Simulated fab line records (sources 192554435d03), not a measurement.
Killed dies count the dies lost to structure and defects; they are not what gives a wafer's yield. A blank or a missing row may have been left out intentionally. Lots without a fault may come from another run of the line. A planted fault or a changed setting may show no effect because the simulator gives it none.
What tool caused it? -- flow n5 finfet -- 9 lots with 27 wafers sampled at 6 steps, on a route of 1938 steps

## WHAT EACH GAUGE READ, for each wafer
N5_FIN_SAQP_OCD_MEAS_76.
lot,measured,on,trench depth nm (nm)
L644,day 2 02:14,ocd-01,119.8 119.3 118.7
L645,day 2 08:01,ocd-02,119.0 120.6 119.3
L648,day 3 03:13,ocd-02,118.4 118.8 119.4
L651,day 4 03:24,ocd-02,117.9 118.4 119.1
L659,day 5 19:44,ocd-02,103.7 105.5 103.5
L660,day 6 04:18,ocd-01,105.4 104.4 104.0
L663,day 6 22:44,ocd-02,119.6 119.9 120.0
L665,day 7 08:25,ocd-02,119.7 121.3 120.6
L666,day 7 15:20,ocd-01,119.0 119.7 122.4

N5_BEOL_M4_RC_MEAS_101.
lot,measured,on,DIBL_N (mV/V),DIBL_P (mV/V),IOFF_N (nA/um),IOFF_P (nA/um),ION_N (uA/um),ION_P (uA/um),SS_N (mV/dec),SS_P (mV/dec),VT_N (mV),VT_P (mV)
L644,day 10 17:33,prober-02,36.8 37.3 36.5,35.9 36.5 35.9,0.146 0.154 0.142,0.228 0.235 0.226,660 669 662,468 467 464,71.4 71.2 71.4,73.2 73.5 74.0,254.4 251.4 251.8,-246 -244 -246
L645,day 9 16:01,prober-01,37.5 35.9 38.6,39.1 37.5 39.9,0.192 0.160 0.207,0.226 0.197 0.241,680 668 680,463 456 462,71.9 72.6 72.0,73.8 73.5 74.5,248.0 251.8 244.1,-252 -254 -252
L648,day 11 12:46,prober-01,37.5 34.9 37.0,37.8 34.6 36.5,0.163 0.125 0.152,0.208 0.157 0.190,669 662 674,462 453 462,71.1 70.4 70.5,73.7 73.3 73.4,251.8 253.7 250.9,-253 -252 -251
L651,day 12 12:07,prober-01,38.0 36.2 38.2,37.6 37.0 38.8,0.171 0.148 0.170,0.246 0.239 0.265,662 671 665,462 469 467,71.5 71.7 71.8,73.6 73.6 73.6,251.7 249.9 247.1,-245 -246 -246
L659,day 14 03:55,prober-01,35.8 34.9 35.9,37.0 36.9 37.7,0.170 0.156 0.177,0.212 0.207 0.231,673 677 680,460 461 466,72.1 71.1 71.7,73.9 73.4 74.0,247.9 249.2 248.5,-249 -251 -248
L660,day 14 10:11,prober-02,38.4 37.0 36.2,38.2 36.9 36.3,0.163 0.141 0.135,0.200 0.182 0.180,674 671 676,458 463 460,72.1 72.5 71.4,73.7 72.9 72.7,250.2 254.1 250.6,-251 -253 -253
L663,day 14 08:22,prober-01,37.6 35.8 37.0,37.0 35.7 36.6,0.159 0.132 0.149,0.202 0.175 0.185,665 674 665,456 458 455,71.7 71.4 71.3,73.6 73.3 73.8,250.7 252.7 250.0,-251 -255 -254
L665,day 16 02:40,prober-01,36.5 37.8 35.7,36.6 37.9 35.1,0.150 0.170 0.131,0.218 0.245 0.200,675 677 675,464 469 471,71.7 71.5 71.2,73.4 74.2 73.5,251.7 252.2 253.5,-249 -247 -248
L666,day 16 12:02,prober-02,36.7 36.7 36.0,37.5 37.0 36.0,0.168 0.166 0.152,0.178 0.170 0.169,679 671 658,450 443 443,72.5 71.5 71.6,73.2 72.9 73.0,250.9 251.7 250.1,-256 -255 -256

## WHICH TOOL RAN EACH LOT (tool, then ch and the chambers of the sampled wafers, then the start)
lot,N5_FIN_SAQP_RECESS_63,N5_FIN_SAQP_HM_CD_35,N5_FIN_SAQP_ETCH_64,N5_FIN_SAQP_FIN_ETCH_36
L644,"vapor etch-02 ch 0,1, day 2 00:11","cd sem-02, day 2 01:55","rie si-06 ch 1,2, day 2 01:58","rie si-06 ch 1,2, day 2 01:59"
L645,"vapor etch-01 ch 0,1, day 2 06:07","cd sem-03, day 2 07:42","rie si-06 ch 2,3, day 2 07:44","rie si-06 ch 2,3, day 2 07:46"
L648,"vapor etch-01 ch 0,1, day 3 01:23","cd sem-01, day 3 02:56","rie si-04 ch 0,3, day 3 02:58","rie si-04 ch 0,3, day 3 02:59"
L651,"vapor etch-02 ch 0,1, day 4 00:51","cd sem-01, day 4 03:07","rie si-04 ch 2,3, day 4 03:10","rie si-04 ch 2,3, day 4 03:11"
L659,"vapor etch-02 ch 0,1, day 5 17:53","cd sem-03, day 5 19:26","rie si-04 ch 1,3, day 5 19:29","rie si-04 ch 1,3, day 5 19:30"
L660,"vapor etch-01 ch 0,1, day 6 01:26","cd sem-01, day 6 04:01","rie si-04 ch 0,3, day 6 04:04","rie si-04 ch 0,3, day 6 04:05"
L663,"vapor etch-01 ch 0,1, day 6 20:55","cd sem-02, day 6 22:27","rie si-05 ch 0,1,2, day 6 22:30","rie si-05 ch 0,1,2, day 6 22:31"
L665,"vapor etch-01 ch 0,1, day 7 06:31","cd sem-02, day 7 08:07","rie si-06 ch 0,1,2, day 7 08:10","rie si-06 ch 0,1,2, day 7 08:11"
L666,"vapor etch-02 ch 0,1, day 7 13:26","cd sem-02, day 7 15:02","rie si-05 ch 0,1,3, day 7 15:05","rie si-05 ch 0,1,3, day 7 15:07"
- N5_FIN_SAQP_RECESS_63: chemistry HF/NH3, target SiO2, target depth 18 nm, afs cycles 3, sublimation time 60 s.
- N5_FIN_SAQP_HM_CD_35: target cd 8 nm.
- N5_FIN_SAQP_ETCH_64: etches SiO2 in CF4, target depth 1.5 nm.
- N5_FIN_SAQP_FIN_ETCH_36: etches the open film in HBr/Cl2/O2, target depth 120 nm, time 50.4 s.

## WHAT THE TOOLS THEMSELVES READ (means of the sampled wafers that have a number; where no wafer has one, the mark that the record gives instead)
N5_FIN_SAQP_RECESS_63.
lot,tool,drypump motor current A (A),foreline p Torr (Torr)
L644,vapor etch-02,5.6,0.1283
L645,vapor etch-01,6.2,0.1278
L648,vapor etch-01,6.2,0.1279
L651,vapor etch-02,5.6,0.1279
L659,vapor etch-02,5.7,0.1284
L660,vapor etch-01,6.2,0.1279
L663,vapor etch-01,6.3,0.1279
L665,vapor etch-01,6.2,0.1283
L666,vapor etch-02,5.6,0.1283

N5_FIN_SAQP_HM_CD_35.
lot,tool,cd nm (nm)
L644,cd sem-02,8.25
L645,cd sem-03,8.22
L648,cd sem-01,7.85
L651,cd sem-01,8.15
L659,cd sem-03,8.00
L660,cd sem-01,8.03
L663,cd sem-02,8.24
L665,cd sem-02,8.07
L666,cd sem-02,8.11

N5_FIN_SAQP_ETCH_64.
lot,tool,drypump motor current A (A),oes product au (a.u.),rf fwd power W (W),throttle valve pct (%)
L644,rie si-06,5.7,1.027,782,21.71
L645,rie si-06,5.5,1.005,787,21.63
L648,rie si-04,5.7,0.986,782,21.67
L651,rie si-04,5.8,0.990,785,21.53
L659,rie si-04,5.6,1.000,784,21.59
L660,rie si-04,5.7,0.979,782,21.69
L663,rie si-05,5.7,1.000,784,21.63
L665,rie si-06,5.8,1.012,783,21.76
L666,rie si-05,5.9,1.001,785,21.71

N5_FIN_SAQP_FIN_ETCH_36.
lot,tool,drypump motor current A (A),oes_o_777_au (a.u.),oes product au (a.u.),rf fwd power W (W),throttle valve pct (%)
L644,rie si-06,5.7,1.04,1.014,795.0,35.94
L645,rie si-06,5.6,1.01,0.997,792.2,35.94
L648,rie si-04,5.7,0.95,0.989,798.6,35.92
L651,rie si-04,5.8,0.97,0.981,795.2,35.81
L659,rie si-04,5.6,0.54,0.911,604.6,36.03
L660,rie si-04,5.7,0.51,0.901,604.2,36.05
L663,rie si-05,5.7,1.01,1.007,796.3,35.79
L665,rie si-06,5.8,1.02,1.019,797.5,36.04
L666,rie si-05,5.9,1.01,1.006,795.5,35.89

## THE ANSWER, worked out from the rows above alone
Rule: the lots themselves supply what counts as usual. Put in order of their means at a reading, lots are off if they are a third of the lots or fewer, leave a main group of 4 or more, and stand apart from it by a gap of 3 or more times the standard deviation of the main group's means; of several such gaps the widest counts. Not used: any main group whose means are identical at the precision the tables above print for the reading. Also off: a lot with no number at a reading for which 4 or more lots have one. Any other lot the step has rows for is counted as sound. Order of review: gauges by route order, followed by the tools' own readings, for which a lot's mean as printed above is used. At the first step where some lot is off, the reading lying furthest off is the one used; lots without a number count as furthest.
Off at N5_FIN_SAQP_OCD_MEAS_76 (trench depth nm): L659, L660. For the main group the mean is 119.6 nm and the standard deviation 0.7.
If a tool, at a process step before that reading, ran all the lots that are off and no sound lot after the first of them, it fits. The gauges at N5_FIN_SAQP_OCD_MEAS_76 aren't tried: what is off there is off at N5_FIN_SAQP_FIN_ETCH_36 too, on other tools, and a gauge's error can't cause that. One fits: rie si-04 at N5_FIN_SAQP_ETCH_64 and N5_FIN_SAQP_FIN_ETCH_36. At N5_FIN_SAQP_ETCH_64 its last sound lot is L651 (day 4 03:10), its first lot that is off L659 (day 5 19:29): a fault that began between those two fits.

## WHAT THE SIMULATOR PUT IN
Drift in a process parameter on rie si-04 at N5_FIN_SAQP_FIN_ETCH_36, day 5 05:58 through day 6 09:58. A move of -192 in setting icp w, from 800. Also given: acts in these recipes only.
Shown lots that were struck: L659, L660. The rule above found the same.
